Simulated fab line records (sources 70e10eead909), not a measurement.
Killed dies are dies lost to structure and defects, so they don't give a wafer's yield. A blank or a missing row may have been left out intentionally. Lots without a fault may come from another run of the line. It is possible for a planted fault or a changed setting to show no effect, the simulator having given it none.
fab line records	flow nandHarc
record: lots: 10	wafers: 30	lastDay: 33
route steps=1302 shown P_BONDPAD@368 A_BONDPAD@1219 THIN_TSV@1261 END@1302
lots that met no fault: from a run of the same line without faults
startH: start of the lot's first displayed wafer, in hours after the record's first day	waitH: hours elapsed since this lot's preceding step	" the same as in the row above	L1.1+2: one row covering several wafers at once	- value missing, or start not given	* or withheld: withheld	< > ~ a bound
route shown NAME@n: names a module that has steps shown in the file, with the first one's number in the route	usual: mean/standard deviation of fault-free wafers	same: alike in all rows	chamber/n: place in a boat	sites: each site's reading	_std_site: their standard deviation	_edge_site: the outer-site mean with the inner-site mean subtracted	radiusMm: how far each site lies from the wafer's centre	mask NAME#n: copy n	behind: the tool/chamber that last shaped the wafer	hold: cause of the lot's hold/its duration in hours/its outcome	device: whichever transistor did not switch (one of n, p or np)	end of line: tests run on the same wafers once the route is complete	for a step that has no rows: nothing shown but its recipe	killed: count of dies lost to structure and defects at first sort (not the wafer's yield)	map: a wafer's dies, marking killed ones x, the rest . and places with no die _
set.NAME: the setting the step ran with; set.NAME@STEP: the setting that earlier step ran with	model.NAME: the simulator's own value behind a step, which no gauge read
route steps across a sampled set of lots; one table per step, one row per wafer
services: the hour from which a tool's chamber was out of use, counted from the record's first day as startH (under 0 if before that day), plus the number of hours and why
== steps ==
step: NHARC_P_BONDPAD_ETCH_37
recipe: targetDepthA: 600	overetchA: 180	timeS: 65.91	ionEnergyEv: 200	n2FlowSccm: 150	h2FlowSccm: 150	arFlowSccm: 0	rfW: 400	biasW: 150	chemistry: N2/H2
usual: drypumpMotorCurrentA: 5.8/0.35	h2FlowSccm: 150.0/0.49	oesProductAu: 0.998/0.014	rfVppV: 431.1/2.9	showerheadPlenumPTorr: 2.06/0.11	throttleValvePct: 14.172/0.0083
lot.wafer	tool	chamber	startH	waitH	drypumpMotorCurrentA	h2FlowSccm	oesProductAu	rfHoursCounterH	rfVppV	showerheadPlenumPTorr	throttleValvePct
L999.1	rieDiel-05	2	144.60	0.1	5.8	149.5	1.004	5.4	433.0	2.11	14.182
L999.4	"	3	"	"	6.4	149.9	1.007	5.2	429.6	1.98	14.176
L999.6	"	1	"	"	5.2	150.0	1.000	-	435.4	2.15	14.181
L100.2	rieDiel-11	3	146.07	0.1	6.3	150.7	0.994	1.9	434.1	2.19	14.153
L100.1	"	0	"	"	5.4	149.8	1.003	2.0	433.7	2.20	14.167
L100.5	"	3	"	"	6.3	150.0	0.987	-	434.6	2.19	14.180
L101.2	rieDiel-11	1	164.16	0.1	6.0	149.3	1.001	2.1	431.4	2.03	14.168
L101.1	"	3	"	"	6.3	150.3	1.003	2.2	432.4	2.19	14.187
L101.3	"	0	"	"	5.4	149.6	1.005	2.4	434.8	2.20	14.176
L104.1	rieDiel-11	1	190.22	0.1	6.0	149.8	0.999	2.8	432.2	2.03	14.173
L104.6	"	0	"	"	5.4	149.7	0.988	-	435.5	2.20	14.156
L104.5	"	1	"	"	6.0	149.8	0.988	-	430.8	2.03	14.177
L106.2	rieDiel-08	0	203.46	0.1	5.5	149.7	1.024	0.4	430.2	2.04	14.166
L106.3	"	1	"	"	5.3	150.2	1.003	0.4	426.3	1.95	14.173
L106.6	"	2	"	"	6.0	150.9	0.976	-	431.3	2.04	14.175
L107.2	rieDiel-11	2	219.10	0.1	5.9	149.4	0.993	3.0	427.1	1.90	14.175
L107.1	"	0	"	"	5.4	150.0	1.000	3.6	432.6	2.20	14.193
L107.6	"	2	"	"	5.9	149.7	0.995	-	426.2	1.90	14.169
L108.1	rieDiel-11	2	225.62	0.1	5.9	150.7	1.007	3.2	429.3	1.90	14.161
L108.2	"	1	"	"	6.0	149.3	1.009	3.4	430.3	2.03	14.166
L108.6	"	1	"	"	6.0	149.9	0.994	-	431.4	2.03	14.177
L115.1	rieDiel-11	2	297.62	0.1	5.9	150.2	0.986	0.7	425.9	1.90	14.191
L115.3	"	0	"	"	5.4	149.9	1.010	0.9	435.8	2.20	14.187
L115.4	"	0	"	"	5.4	150.2	1.001	-	435.8	2.20	14.172
L117.1	rieDiel-11	3	328.70	0.1	6.3	149.7	0.996	2.2	435.1	2.19	14.163
L117.2	"	2	"	"	5.9	149.8	0.989	2.2	426.7	1.90	14.179
L117.5	"	3	"	"	6.3	149.4	0.992	-	433.5	2.19	14.178
L122.3	rieDiel-08	2	360.38	0.1	6.0	149.4	0.985	6.1	430.2	2.04	14.171
L122.1	"	3	"	"	5.8	150.1	1.023	6.2	434.4	2.15	14.157
L122.6	"	2	"	"	6.0	149.5	0.982	-	432.3	2.04	14.171
step: NHARC_A_BONDPAD_ETCH_34
recipe: targetDepthA: 600	overetchA: 180	timeS: 65.91	ionEnergyEv: 200	n2FlowSccm: 150	h2FlowSccm: 150	arFlowSccm: 0	rfW: 400	biasW: 150	chemistry: N2/H2
usual: drypumpMotorCurrentA: 5.9/0.32	h2FlowSccm: 150.0/0.42	oesProductAu: 1.000/0.013	rfVppV: 430/3.2	showerheadPlenumPTorr: 2.03/0.11	throttleValvePct: 14.170/0.0094
lot.wafer	tool	chamber	startH	waitH	drypumpMotorCurrentA	h2FlowSccm	oesProductAu	rfHoursCounterH	rfVppV	showerheadPlenumPTorr	throttleValvePct
L100.1	rieDiel-07	1	542.15	0.1	5.9	150.5	0.989	2	428	1.96	14.179
L100.2	"	3	"	"	5.8	149.8	1.011	2	435	2.19	14.165
L100.5	"	3	"	"	5.8	150.1	1.010	-	434	2.19	14.190
L999.1	rieDiel-07	0	545.05	0.1	6.3	148.9	0.993	2	435	2.13	14.179
L999.4	"	0	"	"	6.3	149.7	1.005	-	433	2.13	14.181
L999.6	"	1	"	"	6.0	149.6	0.989	-	428	1.96	14.176
L101.1	rieDiel-07	0	562.48	0.1	6.3	150.3	0.988	3	434	2.13	14.164
L101.3	"	2	"	"	5.7	150.7	0.981	2	428	1.96	14.154
L101.2	"	3	"	"	5.8	149.3	0.998	3	434	2.19	14.175
L104.1	rieDiel-07	2	593.43	0.1	5.7	149.8	0.994	3	429	1.96	14.168
L104.5	"	3	"	"	5.8	150.3	1.027	-	434	2.19	14.167
L104.6	"	0	"	"	6.3	150.4	0.996	-	433	2.13	14.166
L106.2	rieDiel-01	1	594.72	0.1	6.4	150.2	0.980	13	432	2.08	14.170
L106.3	"	0	"	"	5.0	150.1	0.998	14	429	1.99	14.169
L106.6	"	1	"	"	6.4	150.3	0.973	-	431	2.08	14.171
L107.1	rieDiel-07	2	604.01	0.1	5.7	150.0	0.986	3	427	1.96	14.167
L107.2	"	3	"	"	5.8	149.6	1.010	4	434	2.19	14.165
L107.6	"	1	"	"	6.0	150.1	0.996	-	428	1.96	14.164
L108.1	rieDiel-02	0	619.08	0.1	6.0	150.1	0.997	6	433	2.16	14.181
L108.2	"	2	"	"	5.8	149.9	1.005	6	427	1.88	14.174
L108.6	"	2	"	"	5.8	149.9	1.007	-	426	1.88	14.157
L115.4	rieDiel-01	2	684.29	0.1	5.7	149.0	1.011	34	430	1.93	14.158
L115.1	"	0	"	"	5.0	149.8	0.992	43	431	1.98	14.165
L115.3	"	1	"	"	6.4	150.2	0.991	40	432	2.07	14.167
L117.1	rieDiel-07	0	727.49	0.1	6.3	150.1	0.992	1	433	2.13	14.171
L117.2	"	1	"	"	6.0	150.0	1.016	1	428	1.96	14.173
L117.5	"	2	"	"	5.7	149.6	0.990	-	429	1.96	14.179
L122.1	rieDiel-01	1	746.86	0.1	6.4	150.3	0.966	0	431	2.06	14.165
L122.3	"	2	"	"	5.7	149.7	0.999	0	428	1.92	14.170
L122.6	"	0	"	"	5.1	150.0	1.012	-	428	1.97	14.172
step: NHARC_THIN_TSV_DESCUM_14
recipe: timeS: 3	o2FlowSccm: 200	arFlowSccm: 0	biasPowerW: 0	chemistry: O2
usual: drypumpMotorCurrentA: 5.7/0.38	oesProductAu: 1.003/0.016	rfVppV: 57.7/0.88	showerheadPlenumPTorr: 1.92/0.082	throttleValvePct: 11.310/0.0088
same: biasPowerW: 0
lot.wafer	tool	chamber	startH	waitH	drypumpMotorCurrentA	oesProductAu	rfHoursCounterH	rfVppV	showerheadPlenumPTorr	throttleValvePct
L100.2	rieDiel-10	3	553.92	-	5.8	1.017	7	57.1	2.01	11.306
L100.1	"	1	"	"	5.4	1.007	7	58.8	2.04	11.306
L100.5	"	1	"	"	5.4	1.006	-	58.0	2.04	11.312
L999.1	rieDiel-10	1	559.71	-	5.4	1.022	9	58.3	2.04	11.310
L999.4	"	3	"	"	5.8	1.014	-	58.2	2.01	11.302
L999.6	"	1	"	"	5.4	1.015	-	59.0	2.04	11.316
L101.2	rieDiel-13	2	577.23	-	6.3	1.027	5	58.6	2.01	11.316
L101.3	"	3	"	"	5.6	1.010	4	57.3	1.84	11.312
L101.1	"	0	"	"	4.8	0.981	2	58.5	1.95	11.326
L104.1	rieDiel-12	1	609.23	-	5.6	0.992	4	58.0	1.98	11.311
L104.5	"	1	"	"	5.6	0.992	-	56.8	1.98	11.297
L104.6	"	2	"	"	5.5	1.004	-	56.9	1.87	11.300
L106.3	rieDiel-13	3	610.33	-	5.6	1.014	6	57.3	1.84	11.314
L106.2	"	0	"	"	4.8	0.982	5	56.4	1.95	11.318
L106.6	"	3	"	"	5.6	1.018	-	58.2	1.84	11.306
L107.2	rieDiel-13	0	621.84	-	4.8	0.969	5	57.9	1.95	11.308
L107.1	"	1	"	"	5.4	0.986	7	56.9	1.96	11.315
L107.6	"	0	"	"	4.7	0.972	-	57.0	1.95	11.310
L108.1	rieDiel-12	3	636.70	-	5.9	1.002	0	56.7	1.84	11.293
L108.2	"	0	"	"	5.7	0.993	0	57.8	1.78	11.306
L108.6	"	2	"	"	5.5	0.987	-	58.7	1.87	11.318
L115.3	rieDiel-10	0	699.72	-	6.2	0.993	7	56.7	1.84	11.314
L115.4	"	1	"	"	5.4	0.986	8	58.8	2.03	11.297
L115.1	"	2	"	"	5.9	1.029	7	58.6	1.88	11.319
L117.1	rieDiel-13	2	747.54	-	6.3	1.027	2	59.2	2.00	11.305
L117.2	"	0	"	"	4.8	1.001	3	57.0	1.94	11.314
L117.5	"	2	"	"	6.3	1.033	-	57.5	2.01	11.312
L122.3	rieDiel-10	3	763.42	-	5.8	1.031	10	57.7	2.01	11.293
L122.1	"	0	"	"	6.1	1.001	10	55.9	1.84	11.327
L122.6	"	3	"	"	5.8	1.037	-	57.7	2.01	11.303
step: NHARC_THIN_TSV_ETCHBACK_48
recipe: targetDepthA: 10285	overEtchFrac: 0.3	timeS: 405.17	ionEnergyEv: 250	c4f8FlowSccm: withheld	arFlowSccm: withheld	rfW: 600	biasW: 300	chemistry: C4F8/Ar
usual: oesProductAu: 0.95/0.036	rfVppV: 547/3.2
lot.wafer	tool	chamber	startH	waitH	oesProductAu	rfHoursCounterH	rfVppV
L100.1	rieDiel-13	0	556.13	-	0.90	1	548
L100.2	"	3	"	"	0.93	3	544
L100.5	"	1	"	"	0.93	-	548
L999.1	rieDiel-13	2	561.97	-	0.94	3	549
L999.4	"	3	"	"	0.93	3	545
L999.6	"	1	"	"	0.93	-	548
L101.3	rieDiel-13	2	579.33	-	0.94	5	549
L101.2	"	3	"	"	0.95	5	544
L101.1	"	0	"	"	0.91	3	548
L104.1	rieDiel-10	1	611.34	-	0.99	0	551
L104.5	"	0	"	"	1.00	-	545
L104.6	"	1	"	"	0.98	-	551
L106.3	rieDiel-12	1	612.67	0.3	0.92	5	550
L106.2	"	0	"	"	0.92	6	543
L106.6	"	2	"	"	0.94	-	545
L107.2	rieDiel-10	1	623.92	-	0.98	1	552
L107.1	"	3	"	"	1.01	1	550
L107.6	"	2	"	"	1.02	-	546
L108.1	rieDiel-13	2	638.77	-	0.95	8	552
L108.2	"	0	"	"	0.97	6	549
L108.6	"	2	"	"	0.94	-	550
L115.1	rieDiel-10	2	701.80	-	1.01	8	546
L115.4	"	3	"	"	1.00	7	551
L115.3	"	1	"	"	0.96	8	551
L117.1	rieDiel-12	0	749.66	-	0.92	5	541
L117.2	"	1	"	"	0.92	4	549
L117.5	"	2	"	"	0.92	-	545
L122.1	rieDiel-12	2	765.85	-	0.92	6	545
L122.3	"	0	"	"	0.93	6	542
L122.6	"	2	"	"	0.92	-	546
step: NHARC_END_SORT_01
recipe: tempC: 25
usual: defectLimitedYield: 92.3/2.7	killedAtArray: 47/18	killedAtOther: 0.9/1.1	killedAtPeriphery: 4/3.1	killedDies: 52/18	killedOpen: 3.1/1.5	killedShort: 2.4/1.5	sort_bin_2_pct: 2.7/1.2	sort_bin_3_pct: 0.6/0.38	sort_bin_4_pct: 4.5/1.5	sortNPass: 625/18	sortRimYieldPct: 89/4.5	sortYieldPct: 92.3/2.7
same: grossDies: 677	sort_bin_5_pct[%]: 0	sort_bin_6_pct[%]: 0	sort_bin_7_pct[%]: 0	sort_bin_8_pct[%]: 0	sortRimNGross: 106.00
lot.wafer	tool	chamber	startH	waitH	defectLimitedYield[%]	killedAtArray	killedAtOther	killedAtPeriphery	killedDies	killedOpen	killedShort	sort_bin_2_pct[%]	sort_bin_3_pct[%]	sort_bin_4_pct[%]	sortNPass	sortRimYieldPct[%]	sortYieldPct[%]
L115.1	prober-01	0	714.05	2.5	78.4	46	0	100	146	4	3	8.9	5.0	7.7	531	85	78.4
L115.3	prober-01	0	715.68	3.1	95.0	30	2	2	34	1	2	1.8	0.6	2.7	643	92	95.0
L115.4	prober-01	0	716.49	3.4	92.6	48	1	1	50	3	2	2.7	0.7	4.0	627	92	92.6
L117.1	prober-01	0	763.86	2.5	90.3	65	0	1	66	3	1	4.1	0.9	4.7	611	83	90.3
L117.2	prober-01	0	764.67	2.8	77.4	62	1	90	153	2	3	8.1	5.2	9.3	524	80	77.4
L117.5	prober-01	0	767.08	3.7	91.0	56	2	3	61	2	4	4.1	0.6	4.3	616	81	91.0
killed by level:class
L115.1 P_BONDPAD:unspecified=99 A_CHANNEL_HOLE_D2:chamberFilmFlake=21 A_CHANNEL_HOLE_D1:chamberFilmFlake=9 A_SLIT:chamberFilmFlake=5 A_CHANNEL_FILL_D2:chamberFilmFlake=2 A_STAIRCASE:chamberFilmFlake=2 P_GATE:geometricParticle:open=1 A_ONON_D1:geometricParticle:open=1
L115.3 A_CHANNEL_HOLE_D2:chamberFilmFlake=14 A_STAIRCASE:chamberFilmFlake=5 A_CHANNEL_HOLE_D1:chamberFilmFlake=4 A_CHANNEL_FILL_D2:chamberFilmFlake=2 THIN_TSV:chamberFilmFlake=2 A_CONTACT:chamberFilmFlake=2 P_CONTACT:geometricParticle:short=1 A_CHANNEL_FILL_D2:geometricParticle:short=1
L115.4 A_CHANNEL_HOLE_D2:chamberFilmFlake=19 A_SLIT:chamberFilmFlake=7 A_CHANNEL_HOLE_D1:chamberFilmFlake=6 A_STAIRCASE:chamberFilmFlake=6 A_CHANNEL_FILL_D2:chamberFilmFlake=3 A_CONTACT:chamberFilmFlake=3 P_CONTACT:geometricParticle:open=1 A_DECK1_JOINT:geometricParticle:short=1
L117.1 A_SLIT:chamberFilmFlake=23 A_CHANNEL_HOLE_D2:chamberFilmFlake=20 A_CONTACT:chamberFilmFlake=11 A_CHANNEL_HOLE_D1:chamberFilmFlake=3 P_M0:geometricParticle:open=1 A_DECK1_JOINT:geometricParticle:open=1 A_CHANNEL_FILL_D2:geometricParticle:open=1 A_BLC:geometricParticle:short=1
L117.2 P_BONDPAD:unspecified=89 A_SLIT:chamberFilmFlake=21 A_CHANNEL_HOLE_D2:chamberFilmFlake=17 A_CHANNEL_HOLE_D1:chamberFilmFlake=8 A_CONTACT:chamberFilmFlake=8 A_M0:geometricParticle:short=2 A_CHANNEL_FILL_D1:chamberFilmFlake=2 P_M0:geometricParticle:open=1
L117.5 A_CHANNEL_HOLE_D2:chamberFilmFlake=17 A_SLIT:chamberFilmFlake=12 A_CHANNEL_HOLE_D1:chamberFilmFlake=11 A_CONTACT:chamberFilmFlake=4 A_WL_FILL:geometricParticle:short=2 A_STAIRCASE:chamberFilmFlake=2 A_SGD_CUT:chamberFilmFlake=2 THIN_TSV:chamberFilmFlake=2
== services ==
tool	chamber	startH	hours	kind
rieDiel-10	2	127.95	7.4	repair
rieDiel-11	3	154.31	3.9	repair
rieDiel-13	-	165.00	9.0	pm
rieDiel-11	-	184.03	0.4	repair
rieDiel-11	1	195.19	2.9	repair
rieDiel-13	0	198.11	16.3	repair
rieDiel-13	1	204.12	13.5	repair
rieDiel-11	3	216.18	19.4	repair
rieDiel-10	-	242.50	9.0	pm
rieDiel-11	3	246.59	3.3	repair
rieDiel-11	0	250.05	1.8	repair
rieDiel-11	2	250.64	8.3	repair
rieDiel-11	-	255.50	9.0	pm
rieDiel-11	-	275.27	0.2	repair
rieDiel-11	1	275.62	3.1	repair
rieDiel-13	-	342.00	9.0	pm
rieDiel-13	-	519.00	9.0	pm
rieDiel-13	0	534.06	16.7	repair
rieDiel-13	-	600.54	0.5	repair
rieDiel-13	1	609.40	2.8	repair
rieDiel-13	-	651.88	0.9	repair
rieDiel-13	-	696.00	9.0	pm
rieDiel-13	2	710.11	16.1	repair
rieDiel-13	3	722.73	3.2	repair
== key ==
firstSign: step: NHARC_END_SORT_01	reading: killedAtPeriphery	direction: up	sigmas: 30	usual: 4	struck: 95
effect: step: NHARC_END_SORT_01	reading: defectLimitedYield	direction: down	sigmas: 5.4	usual: 92.3	struck: 77.9
moreKillsBornAt: NHARC_P_BONDPAD_ETCH_37@rieDiel-11: 188
metAt NHARC_P_BONDPAD_ETCH_37
struckLots L115,L117
struckWafers L115.1,L117.2
notActingAt NHARC_A_BONDPAD_ETCH_34,NHARC_THIN_TSV_DESCUM_14,NHARC_THIN_TSV_ETCHBACK_48
onsetBetween 225.62 297.62
fault: kind: chamberParticleSource	tool: rieDiel-11	chamber: 2	onsetH: 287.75	steps: NHARC_P_BONDPAD_ETCH_37	ratePerVisitCm2: 1.3138
